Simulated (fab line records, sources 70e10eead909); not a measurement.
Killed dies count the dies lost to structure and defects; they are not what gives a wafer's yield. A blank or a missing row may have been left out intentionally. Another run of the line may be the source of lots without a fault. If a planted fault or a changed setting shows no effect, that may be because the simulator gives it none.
Which of the tools did it? | flow nand harc | 6 lots, 18 wafers sampled, at 2 steps of a route of 1159

== WHAT THE GAUGES SHOWED, per wafer ==
NHARC_A_BONDPAD_OVL_MEAS_35.
lot  | measured     | on         | overlay x nm (nm)
L649 | day 18 12:38 | overlay-01 | -7 -7 -6
L651 | day 19 22:43 | overlay-02 | -14 -14 -13
L654 | day 20 04:28 | overlay-02 | -2 -1 -1
L653 | day 20 07:45 | overlay-01 | 1 1 1
L657 | day 21 00:08 | overlay-01 | 2 2 1
L663 | day 22 10:17 | overlay-01 | -9 -9 -9

== WHAT TOOL EACH LOT RAN ON (gives the tool, then ch and the chambers of the sampled wafers, and finally the start) ==
lot  | NHARC_A_CONTACT_ETCH_113
L649 | har cap etch-02 ch 0,1, day 17 02:33
L651 | har cap etch-02 ch 0,1, day 18 02:52
L654 | har cap etch-02 ch 0,1, day 18 11:16
L653 | har cap etch-01 ch 1, day 18 18:46
L657 | har cap etch-03 ch 0,1, day 19 13:10
L663 | har cap etch-01 ch 0,1, day 20 17:52
- NHARC_A_CONTACT_ETCH_113: etches the open film in C4F8/O2/Ar, time 94 s, target depth 922 nm.

== THE ANSWER, worked out from the rows above alone ==
Rule: the lots themselves supply what counts as usual. The widest of any qualifying gaps counts: lots, ordered by their means at a reading, are off when they make up no more than a third of the lots, leave a main group of 4 or more, and stand apart from it by 3 or more times the standard deviation of that group's means. The tables above print the reading to a certain number of digits; a main group whose means all agree to those digits is not used. Also off: a lot with no number at a reading for which 4 or more lots have one. The other lots that the step has rows for count as sound.
No lot is off on any of the readings shown, so nothing can be concluded from this.

== WHAT THE SIMULATOR PUT IN ==
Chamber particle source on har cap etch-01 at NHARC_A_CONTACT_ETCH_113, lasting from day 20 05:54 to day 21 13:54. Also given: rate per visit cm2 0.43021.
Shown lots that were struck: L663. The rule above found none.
